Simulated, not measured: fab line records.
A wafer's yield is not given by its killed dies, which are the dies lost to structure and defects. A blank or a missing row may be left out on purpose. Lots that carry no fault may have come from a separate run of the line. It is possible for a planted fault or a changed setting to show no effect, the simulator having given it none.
Chamber matching ; flow n5Finfet ; N5_BEOL_M5_ETCH_67 on rieDiel-03: 4 sister chambers
The step etches SiARC in CF4, target depth 15.6 nm, time 26 s. 27 wafers are shown with their chamber, then 12 later ones without.

## WAFERS PAIRED WITH THEIR CHAMBERS
wafer;chamber;drypumpMotorCurrentA (A);showerheadPlenumPTorr (Torr);etchRfOnTimeS (s)
L075.2;0;6.2;2.19;26.1
L075.3;2;5.7;2.10;24.9
L075.5;0;6.2;2.19;26.1
L074.2;3;6.3;2.18;27.3
L074.5;3;6.3;2.18;27.4
L074.6;2;5.7;2.10;25.3
L081.2;3;6.3;2.18;27.5
L081.5;3;6.3;2.18;27.5
L081.6;2;5.7;2.09;25.3
L082.1;2;5.7;2.09;25.2
L082.2;1;5.7;2.21;27.7
L082.3;3;6.3;2.18;27.3
L082.4;2;5.7;2.09;25.0
L082.5;1;5.7;2.21;27.5
L082.6;3;6.4;2.18;27.2
L079.2;2;5.7;2.09;25.0
L079.3;3;6.3;2.17;26.9
L079.4;3;6.3;2.18;27.1
L084.1;1;5.7;2.21;27.5
L084.3;3;6.3;2.17;27.3
L084.6;2;5.7;2.09;25.0
L086.3;0;6.2;2.18;25.5
L086.4;3;6.3;2.17;27.2
L086.5;0;6.2;2.19;25.4
L092.1;1;5.7;2.21;27.2
L092.2;2;5.7;2.09;24.7
L092.3;3;6.3;2.17;26.9

SIGNATURES, as means of the wafers listed above
reading;chamber 0;chamber 1;chamber 2;chamber 3;scatter within a chamber
drypumpMotorCurrentA;6.200;5.700;5.700;6.309;0.0199
showerheadPlenumPTorr;2.1875;2.2100;2.0925;2.1764;0.00457
etchRfOnTimeS;25.775;27.475;25.050;27.236;0.236
Rule: distance of a wafer from a chamber = root of the sum over the readings of ((wafer's reading minus chamber's mean) / reading's scatter) squared. The wafer belongs to the nearest chamber; if the next one is less than 2 further off, it can't be placed. The scatter is the square root of a quotient: the sum, over the shown wafers, of each reading's squared deviation from its chamber's mean, divided by wafers minus chambers.

## WAFERS MISSING THEIR CHAMBER
wafer;drypumpMotorCurrentA (A);showerheadPlenumPTorr (Torr);etchRfOnTimeS (s)
L092.4;6.2;2.18;25.2
L092.5;6.3;2.17;26.5
L092.6;5.7;2.09;24.8
L095.1;5.7;2.08;25.1
L095.2;6.4;2.17;27.1
L095.3;6.2;2.18;25.6
L095.4;6.4;2.17;27.2
L095.5;5.7;2.08;25.3
L095.6;6.2;2.18;25.6
L096.2;5.7;2.08;25.2
L096.4;5.8;2.20;27.5
L096.6;6.2;2.18;25.4

## EACH ONE'S CHAMBER
wafer;from the rows above;in truth
L092.4;0;0
L092.5;3;3
L092.6;2;2
L095.1;2;2
L095.2;3;3
L095.3;0;0
L095.4;3;3
L095.5;2;2
L095.6;0;0
L096.2;2;2
L096.4;1;1
L096.6;0;0
Placed correctly: 12 of 12. Left unplaced by these rows: 0. Placed wrongly: 0.
